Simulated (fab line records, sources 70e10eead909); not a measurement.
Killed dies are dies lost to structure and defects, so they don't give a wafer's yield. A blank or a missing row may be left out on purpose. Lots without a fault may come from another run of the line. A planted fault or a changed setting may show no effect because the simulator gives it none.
A struck lot beside a sound one | flow nand_harc | 13 steps out of a route of 1302
Sound: wafers L432.2, L432.3, L432.6. Struck: wafer L440.4. (L440.3, L440.5 of the same lot were not struck and are left out.) The cause comes at the end.
At each step with rows: each side's tool, then ch and its chambers, then its first start. Under that, the readings that differ: sound wafers | struck wafers | difference of the means | sigmas: that difference in standard deviations of wafers without a fault.
alike: readings whose means differ by less than 2 such deviations, and words and numbers that are the same on both sides. not compared: withheld readings, readings that some wafer has no value for, bounds like >300 that may hide the same value, and numbers for which the record gives no deviation and whose values overlap.
The two part at a step that has a row with sigmas, a row that says differs or no value, or rows on one side only. Numbers that don't overlap but have no deviation are shown without sigmas and don't part them. A reading that every wafer of one side lacks parts them only if that side has two wafers or more.

first, 6 steps without rows for these wafers: NHARC_A_DECK1_JOINT_CVD_34 (deposits SiNx, target thk 20 nm); NHARC_A_DECK1_JOINT_DEP_06 (deposits SiOx, target thk 80 nm); NHARC_A_DECK1_JOINT_CURE_26 (time 32 s); NHARC_A_DECK1_JOINT_ANNEAL_27 (time 3600 s); NHARC_A_DECK1_JOINT_ANNEAL_28 (time 1800 s); NHARC_A_DECK1_JOINT_ANNEAL_29 (time 1800 s).
NHARC_A_DECK1_JOINT_CMP_02: polishes SiOx.
  sound on cmp-02 ch 0,1,3, day 12 20:05; struck on cmp-03 ch 0, day 16 03:11
  reading                    | sound             | struck | difference | sigmas
  slurry_filter_dp_kPa (kPa) | 13.63 13.72 13.49 | 13.29  | -0.32      | -2
  alike: motor_current_A
then, 1 step without rows for these wafers: NHARC_A_DECK1_JOINT_SRD_15.
NHARC_A_DECK1_JOINT_DEP_16: deposits SiO2, target thk 45 nm.
  sound on pecvd-04 ch 0,2, day 12 20:29; struck on pecvd-04 ch 0, day 16 03:36
  alike: flow_sccm, heater_power_w, rf_fwd_power_W, throttle_valve_pct
NHARC_A_DECK1_JOINT_THK_MEAS_17: measures by ellipsometry.
  sound on film_metro-01, day 12 20:46; struck on film_metro-02, day 16 03:51
  alike: thk_nm
NHARC_A_DECK1_JOINT_INSPECT_05:
  sound on defect_inspect-01, day 12 20:48; struck on defect_inspect-02, day 16 03:53
  alike: raw_defect_count
NHARC_A_ONON_D2_DEP_00: target thk 1000 nm.
  sound on pecvd_onon-02 ch 0, day 12 20:55; struck on pecvd_onon-03 ch 0, day 16 04:04
NHARC_A_ONON_D2_THK_MEAS_02: measures by ellipsometry.
  sound on film_metro-02, day 12 21:22; struck on film_metro-02, day 16 04:38
  reading     | sound       | struck | difference | sigmas
  thk_nm (nm) | 995 997 996 | 878    | -118       | -15
  not compared: hold

WHERE THEY PART
First at NHARC_A_DECK1_JOINT_CMP_02; last, within this record, at NHARC_A_ONON_D2_THK_MEAS_02.

WHY: what the simulator had put in
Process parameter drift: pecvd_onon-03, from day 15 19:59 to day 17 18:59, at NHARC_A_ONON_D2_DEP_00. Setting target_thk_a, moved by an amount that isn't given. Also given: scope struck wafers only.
